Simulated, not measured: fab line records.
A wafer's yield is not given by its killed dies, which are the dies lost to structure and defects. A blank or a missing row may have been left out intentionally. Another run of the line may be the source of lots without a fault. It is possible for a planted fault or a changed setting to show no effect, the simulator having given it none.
fab line records ; flow nand-harc
record lots=11; wafers=33; last-day=34
route steps=1302 shown A_CONTACT@1064 END@1302
lots that met no fault: from a run of the same line without faults
start-h: hours from the record's opening day to when the first of the lot's shown wafers began ; wait-h: how many hours have passed since the lot's step before this one ; " unchanged from the row above ; L1.1+2: a row that stands for several wafers ; - no value, or no start given ; * or withheld: withheld ; < > ~ a bound
route shown NAME@n: a module of which the file shows steps, and the number in the route of the first ; usual: mean and standard deviation over wafers with no fault ; same: alike in all rows ; chamber/n: place in a boat ; sites: readings site by site ; _std_site: their standard deviation ; _edge_site: the outer-site mean with the inner-site mean subtracted ; radius-mm: how far each site lies from the wafer's centre ; mask NAME#n: copy n ; behind: tool/chamber where the wafer was last shaped ; hold: the reason the lot was held/the length of the hold in hours/how it ended ; device: whichever transistor did not switch (one of n, p or np) ; end of line: at the end of the route, the tests of the same wafers ; step lacking rows: just its recipe ; killed: dies that structure and defects cost at the first sort, which is not the same as the wafer's yield ; map: the dies of a wafer, with x for killed, . for not killed, _ for no die there
set.NAME: the setting the step ran with; set.NAME@STEP: the setting that earlier step ran with ; model.NAME: the simulator's own value behind a step, which no gauge read
a sample of lots followed through the steps of the route, with each step as a table and each wafer as a row
services: a tool's chamber out of use, with start hour (start-h, from the record's first day; less than 0 if before it), hours out, and reason
## steps
# step NHARC_A_CONTACT_STRIP_82
# recipe o2-flow-sccm=500; ar-flow-sccm=0; bias-w=0; chemistry=O2
# usual drypump-motor-current-A=5.80/0.24; mfc-ar-sccm=0.014/0.015; oes-product-au=1.001/0.01; rf-vpp-V=57.9/0.89; showerhead-plenum-p-Torr=3.54/0.18; throttle-valve-pct=17.036/0.0093
# same bias-w=0
lot.wafer;tool;chamber;start-h;wait-h;drypump-motor-current-A;mfc-ar-sccm;oes-product-au;rf-hours-counter-h;rf-vpp-V;showerhead-plenum-p-Torr;throttle-valve-pct
L943.2;rie-diel-04;3;-;-;5.72;0.008;1.018;25;57.3;3.73;17.038
L943.1;rie-diel-04;1;-;-;5.48;0;1.019;23;57.2;3.42;17.028
L943.6;rie-diel-04;3;-;-;5.71;0.008;1.012;-;58.5;3.73;17.029
L944.3;rie-diel-04;0;-;-;5.78;0.036;0.986;26;56.2;3.28;17.030
L944.4;rie-diel-04;1;-;-;5.49;0;0.992;26;58.0;3.42;17.032
L944.5;rie-diel-04;3;-;-;5.68;0.008;1.012;-;58.9;3.73;17.042
L946.1;rie-diel-04;1;-;-;5.47;0;1.002;27;57.3;3.42;17.023
L946.2;rie-diel-04;3;-;-;5.72;0.008;0.998;29;58.2;3.73;17.053
L946.6;rie-diel-04;2;-;-;6.05;0;0.994;-;56.8;3.64;17.035
L942.3;rie-diel-08;3;-;-;5.21;0;1.004;50;56.9;3.51;17.024
L942.4;rie-diel-08;1;-;-;6.34;0;1.004;45;59.5;3.75;17.029
L942.5;rie-diel-08;0;-;-;5.93;0.025;1.003;-;58.0;3.44;17.026
L949.4;rie-diel-05;0;-;-;5.66;0;1.003;48;58.0;3.78;17.033
L949.2;rie-diel-05;1;-;-;6.17;0;0.980;49;57.2;3.75;17.040
L949.1;rie-diel-05;2;-;-;5.77;0.031;1.010;51;57.1;3.42;17.032
L947.2;rie-diel-05;2;-;-;5.78;0.031;1.009;51;57.6;3.42;17.034
L947.3;rie-diel-05;1;-;-;6.17;0;0.971;49;58.7;3.75;17.035
L947.5;rie-diel-05;3;-;-;5.98;0.029;0.999;-;58.6;3.47;17.046
L951.3;rie-diel-04;2;-;-;6.01;0;1.002;7;59.5;3.64;17.038
L951.1;rie-diel-04;1;-;-;5.47;0;1.005;8;58.2;3.42;17.015
L951.6;rie-diel-04;2;-;-;6.05;0;1.014;-;59.4;3.64;17.037
L953.2;rie-diel-08;3;-;-;5.19;0;0.993;22;57.9;3.50;17.044
L953.1;rie-diel-08;1;-;-;6.31;0;1.002;25;57.5;3.73;17.027
L953.5;rie-diel-08;3;-;-;5.17;0;1.005;-;57.6;3.50;17.032
L961.4;rie-diel-04;1;-;-;5.42;0;1.012;26;58.1;3.41;17.047
L961.2;rie-diel-04;2;-;-;6.02;0;1.010;26;57.8;3.63;17.053
L961.5;rie-diel-04;3;-;-;5.71;0.008;1.005;-;58.2;3.71;17.032
L963.1;rie-diel-05;2;-;-;5.78;0.031;0.996;29;57.7;3.40;17.050
L963.3;rie-diel-05;0;-;-;5.63;0;1.015;30;57.5;3.76;17.038
L963.5;rie-diel-05;3;-;-;6.00;0.029;1.012;-;57.6;3.44;17.021
L965.3;rie-diel-04;2;-;-;6.05;0;0.988;9;58.7;3.62;17.037
L965.4;rie-diel-04;3;-;-;5.71;0.008;0.991;-;57.2;3.71;17.039
L965.6;rie-diel-04;0;-;-;5.83;0.036;0.997;-;59.1;3.80;17.043
# step NHARC_A_CONTACT_DEP_85
# recipe target-thk-a=600; target-thk-nm=60; temp-c=400; pressure-torr=3.5; flow-sccm=200; rf-w=350; material=SiON
# usual chamber-pressure-Torr=3.500/0.0082; heater-power-w=779/85
lot.wafer;tool;chamber;start-h;wait-h;chamber-pressure-Torr;heater-power-w
L943.1;pecvd-03;1;515.06;1.5;3.494;599
L943.2;pecvd-03;2;515.06;1.5;3.511;770
L943.6;pecvd-03;2;515.06;1.5;3.506;760
L944.3;pecvd-02;0;530.50;0.9;3.502;813
L944.5;pecvd-02;2;530.50;0.9;3.497;914
L944.4;pecvd-02;0;530.50;0.9;3.501;827
L946.2;pecvd-03;0;532.17;1.2;3.519;831
L946.1;pecvd-03;1;532.17;1.2;3.494;671
L946.6;pecvd-03;0;532.17;1.2;3.516;809
L942.3;pecvd-02;0;532.59;0.9;3.487;845
L942.5;pecvd-02;0;532.59;0.9;3.500;843
L942.4;pecvd-02;2;532.59;0.9;3.506;863
L949.1;pecvd-04;2;556.20;1.5;3.501;753
L949.2;pecvd-04;1;556.20;1.5;3.489;801
L949.4;pecvd-04;2;556.20;1.5;3.506;738
L947.3;pecvd-04;0;558.22;1.0;3.488;669
L947.2;pecvd-04;1;558.22;1.0;3.494;819
L947.5;pecvd-04;2;558.22;1.0;3.513;679
L951.1;pecvd-03;1;588.88;1.5;3.508;682
L951.3;pecvd-03;2;588.88;1.5;3.514;860
L951.6;pecvd-03;1;588.88;1.5;3.489;689
L953.1;pecvd-03;0;614.45;1.5;3.506;783
L953.2;pecvd-03;1;614.45;1.5;3.499;728
L953.5;pecvd-03;2;614.45;1.5;3.479;866
L961.2;pecvd-03;1;703.99;1.2;3.506;731
L961.4;pecvd-03;1;703.99;1.2;3.500;724
L961.5;pecvd-03;0;703.99;1.2;3.492;809
L963.3;pecvd-02;2;729.39;0.9;3.510;876
L963.1;pecvd-02;1;729.39;0.9;3.505;695
L963.5;pecvd-02;2;729.39;0.9;3.497;853
L965.3;pecvd-03;0;749.03;1.0;3.499;871
L965.4;pecvd-03;1;749.03;1.0;3.512;731
L965.6;pecvd-03;0;749.03;1.0;3.505;856
# step NHARC_A_CONTACT_ETCH_88
# recipe target-depth-a=390; over-etch-frac=0.3; time-s=65; ion-energy-ev=80; cf4-flow-sccm=150; ar-flow-sccm=0; rf-w=300; bias-w=100; chemistry=CF4
# usual bias-w=100.0/0.31; drypump-motor-current-A=5.79/0.29; mfc-ar-sccm=0.012/0.014; oes-product-au=1.002/0.0092; rf-vpp-V=151.3/1.4; showerhead-plenum-p-Torr=1.79/0.085; throttle-valve-pct=13.282/0.0086
lot.wafer;tool;chamber;start-h;wait-h;bias-w;drypump-motor-current-A;mfc-ar-sccm;oes-product-au;rf-hours-counter-h;rf-vpp-V;showerhead-plenum-p-Torr;throttle-valve-pct
L943.1;rie-diel-04;0;516.07;0.1;99.5;5.77;0.036;0.992;24;149.1;1.64;13.293
L943.2;rie-diel-04;1;516.07;0.1;99.4;5.47;0;1.008;24;152.2;1.72;13.273
L943.6;rie-diel-04;3;516.07;0.1;100.3;5.68;0.008;1.004;-;151.8;1.87;13.277
L944.4;rie-diel-04;0;531.44;0.1;99.6;5.81;0.036;0.993;27;149.9;1.64;13.294
L944.3;rie-diel-04;1;531.44;0.1;99.7;5.45;0;1.004;27;149.6;1.72;13.283
L944.5;rie-diel-04;0;531.44;0.1;99.9;5.81;0.036;0.992;-;148.0;1.64;13.278
L946.2;rie-diel-08;0;533.13;0.1;99.7;5.88;0.025;0.999;50;150.3;1.73;13.283
L946.1;rie-diel-08;3;533.13;0.1;100.3;5.17;0;1.004;50;149.6;1.76;13.270
L946.6;rie-diel-08;1;533.13;0.1;100.2;6.31;0;1.004;-;154.1;1.88;13.294
L942.3;rie-diel-08;0;533.61;0.1;100.1;5.90;0.025;1.006;50;151.5;1.73;13.274
L942.4;rie-diel-08;1;533.61;0.1;100.1;6.29;0;0.994;46;153.3;1.88;13.277
L942.5;rie-diel-08;2;533.61;0.1;99.8;5.95;0.017;1.007;-;153.7;1.89;13.299
L949.4;rie-diel-04;3;557.19;0.1;99.9;5.70;0.008;1.009;4;151.9;1.87;13.272
L949.1;rie-diel-04;1;557.19;0.1;99.9;5.50;0;1.012;3;151.4;1.71;13.279
L949.2;rie-diel-04;2;557.19;0.1;100.0;5.98;0;1.011;3;151.6;1.83;13.275
L947.3;rie-diel-08;1;559.06;0.1;100.5;6.28;0;1.004;1;151.9;1.88;13.274
L947.2;rie-diel-08;2;559.06;0.1;100.0;5.94;0.017;1.007;1;153.2;1.89;13.269
L947.5;rie-diel-08;1;559.06;0.1;100.5;6.27;0;1.010;-;153.7;1.88;13.279
L951.1;rie-diel-08;2;589.87;0.1;100.0;5.96;0.017;0.989;12;152.3;1.89;13.288
L951.3;rie-diel-08;1;589.87;0.1;100.2;6.29;0;1.014;15;151.8;1.87;13.273
L951.6;rie-diel-08;3;589.87;0.1;99.4;5.20;0;0.998;-;149.5;1.76;13.282
L953.2;rie-diel-04;2;615.32;0.1;100.2;5.98;0;0.998;12;151.7;1.82;13.270
L953.1;rie-diel-04;0;615.32;0.1;100.2;5.76;0.036;0.993;13;148.4;1.64;13.291
L953.5;rie-diel-04;2;615.32;0.1;100.0;6.00;0;1.009;-;150.9;1.82;13.276
L961.4;rie-diel-04;2;704.98;0.1;100.4;6.02;0;1.003;26;151.1;1.82;13.261
L961.2;rie-diel-04;3;704.98;0.1;100.7;5.69;0.008;0.852;28;151.4;1.86;13.279
L961.5;rie-diel-04;1;704.98;0.1;99.9;5.46;0;0.849;-;150.5;1.71;13.290
L963.1;rie-diel-04;3;730.26;0.1;100.1;5.70;0.008;0.985;4;152.1;1.86;13.280
L963.3;rie-diel-04;0;730.26;0.1;100.2;5.86;0.036;1.000;4;153.0;1.91;13.288
L963.5;rie-diel-04;0;730.26;0.1;100.2;5.82;0.036;0.847;-;152.2;1.91;13.290
L965.3;rie-diel-05;0;750.12;0.1;99.7;5.60;0;1.017;37;152.9;1.88;13.277
L965.4;rie-diel-05;2;750.12;0.1;99.8;5.78;0.031;0.996;38;149.3;1.70;13.276
L965.6;rie-diel-05;0;750.12;0.1;100.0;5.62;0;1.022;-;153.2;1.88;13.265
# step NHARC_A_CONTACT_ETCH_98
# recipe target-depth-a=200; over-etch-frac=0.5; time-s=10; ion-energy-ev=250; c4f6-flow-sccm=25; o2-flow-sccm=20; ar-flow-sccm=500; rf-w=600; bias-w=500; chemistry=C4F6/O2
# usual bias-w=499.8/1.6; c4f6-flow-sccm=25.00/0.072; drypump-motor-current-A=5.82/0.29; mfc-ar-sccm=499.9/1.6; oes-product-au=0.956/0.015; rf-vpp-V=548/3.9; showerhead-plenum-p-Torr=3.96/0.18; throttle-valve-pct=26.903/0.0088
lot.wafer;tool;chamber;start-h;wait-h;bias-w;c4f6-flow-sccm;drypump-motor-current-A;mfc-ar-sccm;oes-product-au;rf-hours-counter-h;rf-vpp-V;showerhead-plenum-p-Torr;throttle-valve-pct
L943.1;rie-diel-08;1;-;-;500.4;25.04;6.30;498.6;0.940;41;552;4.17;26.909
L943.2;rie-diel-08;2;-;-;501.8;25.01;5.98;503.0;0.950;42;552;4.20;26.909
L943.6;rie-diel-08;0;-;-;500.4;24.99;5.92;499.3;0.958;-;544;3.83;26.912
L944.3;rie-diel-05;2;-;-;503.0;25.10;5.79;499.5;0.957;44;544;3.81;26.896
L944.4;rie-diel-05;3;-;-;498.9;24.99;6.00;500.9;0.950;43;546;3.86;26.922
L944.5;rie-diel-05;2;-;-;500.9;24.92;5.80;497.7;0.950;-;543;3.81;26.896
L946.1;rie-diel-08;0;-;-;501.2;25.12;5.89;498.2;0.934;52;544;3.83;26.903
L946.2;rie-diel-08;2;-;-;497.8;25.04;5.95;500.8;0.960;47;553;4.20;26.902
L946.6;rie-diel-08;0;-;-;502.5;24.96;5.91;495.7;0.944;-;546;3.83;26.893
L942.4;rie-diel-08;0;-;-;499.7;24.98;5.91;501.6;0.962;52;545;3.83;26.894
L942.3;rie-diel-08;1;-;-;500.4;24.94;6.31;498.2;0.972;47;552;4.16;26.895
L942.5;rie-diel-08;2;-;-;499.0;24.92;5.98;498.4;0.979;-;553;4.20;26.907
L949.4;rie-diel-04;0;-;-;498.1;25.03;5.77;496.9;0.951;4;542;3.65;26.909
L949.2;rie-diel-04;1;-;-;501.3;25.00;5.46;501.3;0.957;3;546;3.81;26.904
L949.1;rie-diel-04;3;-;-;497.6;25.06;5.71;500.4;0.961;4;551;4.14;26.909
L947.3;rie-diel-05;1;-;-;497.7;25.05;6.16;497.8;0.934;50;551;4.16;26.902
L947.2;rie-diel-05;2;-;-;501.2;25.13;5.82;498.8;0.960;52;545;3.80;26.906
L947.5;rie-diel-05;2;-;-;502.3;25.05;5.79;500.5;0.956;-;544;3.80;26.900
L951.1;rie-diel-04;0;-;-;500.6;25.12;5.77;501.5;0.957;9;541;3.64;26.899
L951.3;rie-diel-04;3;-;-;500.9;24.97;5.72;502.1;0.936;8;550;4.13;26.910
L951.6;rie-diel-04;0;-;-;501.5;25.05;5.72;500.0;0.957;-;542;3.64;26.918
L953.2;rie-diel-04;0;-;-;500.1;25.00;5.81;501.5;0.956;14;540;3.64;26.917
L953.1;rie-diel-04;1;-;-;501.2;24.96;5.48;499.3;0.952;13;544;3.80;26.899
L953.5;rie-diel-04;1;-;-;502.0;25.06;5.46;498.9;0.953;-;544;3.80;26.901
L961.2;rie-diel-04;3;-;-;498.8;25.11;5.71;501.7;0.946;28;553;4.12;26.905
L961.4;rie-diel-04;1;-;-;501.0;25.14;5.52;497.1;0.967;26;544;3.79;26.904
L961.5;rie-diel-04;3;-;-;499.6;24.96;5.69;500.0;0.950;-;550;4.12;26.898
L963.3;rie-diel-05;3;-;-;500.1;24.87;5.98;498.7;0.961;35;545;3.83;26.888
L963.1;rie-diel-05;0;-;-;498.0;25.11;5.59;500.7;0.953;32;551;4.17;26.902
L963.5;rie-diel-05;2;-;-;496.4;24.99;5.81;497.5;0.954;-;545;3.78;26.921
L965.4;rie-diel-08;0;-;-;499.5;24.99;5.91;498.8;0.967;9;543;3.79;26.921
L965.3;rie-diel-08;1;-;-;500.0;25.01;6.28;501.6;0.984;8;551;4.12;26.912
L965.6;rie-diel-08;3;-;-;500.4;24.94;5.17;501.2;0.966;-;545;3.86;26.909
# step NHARC_END_SORT_01
# recipe temp-c=25
# usual killed-at-array=49/19; killed-at-other=0.9/1.1; killed-at-periphery=4.0/2.7; killed-dies=54/19; killed-open=3.3/1.8; killed-short=2.6/1.6
# same gross-dies=677
lot.wafer;tool;chamber;start-h;wait-h;killed-at-array;killed-at-other;killed-at-periphery;killed-dies;killed-open;killed-short
L961.2;prober-01;0;762.33;2.8;66;1;6;73;3;5
L961.5;prober-01;0;764.68;3.6;43;1;3;47;2;2
L963.5;prober-01;0;782.53;3.7;80;5;3;88;1;3
# killed by level:class
L961.2 A_CHANNEL_HOLE_D2:chamber-film-flake=15 A_CHANNEL_HOLE_D1:chamber-film-flake=14 A_CONTACT:area-etch=11 A_CONTACT:chamber-film-flake=7 A_STAIRCASE:chamber-film-flake=6 A_SLIT:chamber-film-flake=5 P_STI:chamber-film-flake=3 A_BLC:geometric-particle:open=2
L961.5 A_CHANNEL_HOLE_D2:chamber-film-flake=10 A_CHANNEL_HOLE_D1:chamber-film-flake=7 A_SLIT:chamber-film-flake=7 A_STAIRCASE:chamber-film-flake=4 A_CONTACT:chamber-film-flake=4 A_CONTACT:area-etch=4 P_ZERO_WELL:chamber-film-flake=2 A_ONON_D1:geometric-particle:short=1
L963.5 A_SLIT:chamber-film-flake=40 A_CONTACT:area-etch=15 A_CHANNEL_HOLE_D1:chamber-film-flake=11 A_CONTACT:chamber-film-flake=7 THIN_TSV:chamber-film-flake=5 A_STAIRCASE:chamber-film-flake=3 P_GATE:chamber-film-flake=2 P_CONTACT:geometric-particle:short=1
## services
tool;chamber;start-h;hours;kind
rie-diel-04;-;531.91;9.0;pm
pecvd-04;-;532.95;0.4;repair
pecvd-02;0;533.29;13.3;repair
pecvd-02;2;533.41;11.7;repair
rie-diel-08;-;544.85;9.0;pm
pecvd-03;-;548.00;13.0;pm
rie-diel-05;-;583.25;28.3;repair
pecvd-02;-;589.02;13.0;pm
pecvd-04;-;591.71;3.6;repair
pecvd-04;1;597.62;15.7;repair
pecvd-04;-;598.20;2.5;repair
rie-diel-04;-;616.43;2.0;repair
pecvd-04;2;627.26;4.0;repair
rie-diel-05;0;628.17;1.2;repair
rie-diel-08;0;636.49;8.3;repair
rie-diel-04;2;639.55;1.3;repair
rie-diel-04;2;682.78;1.9;repair
rie-diel-05;1;683.33;7.7;repair
rie-diel-04;-;708.91;9.0;pm
pecvd-02;2;718.50;9.9;repair
rie-diel-08;-;722.06;9.0;pm
pecvd-03;-;729.00;13.0;pm
rie-diel-04;1;734.00;10.8;repair
rie-diel-04;2;752.21;30.4;repair
## key
first-sign step=NHARC_A_CONTACT_ETCH_88; reading=oes-product-au; direction=down; sigmas=17; usual=1.002; struck=0.849
effect none on later readings
met-at NHARC_A_CONTACT_ETCH_88
struck-lots L961,L963
struck-wafers L961.2,L961.5,L963.5
tester-left-out L961,L963
not-acting-at NHARC_A_CONTACT_STRIP_82,NHARC_A_CONTACT_DEP_85,NHARC_A_CONTACT_ETCH_98
onset-between 615.32 704.98
fault kind=process-parameter-drift; tool=rie-diel-04; chamber=-; onset-h=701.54; steps=NHARC_A_CONTACT_ETCH_88; channel=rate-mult; offset=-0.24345; shape=step; end-h=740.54; scope=struck-wafers-only
# tester-left-out: of these lots the tester's yield and bins aren't shown, on N5 and GAA mostly nor the transistor test; their killed dies are dies lost to structure and defects alone, not to doping, threshold or leakage, so they don't give the yield
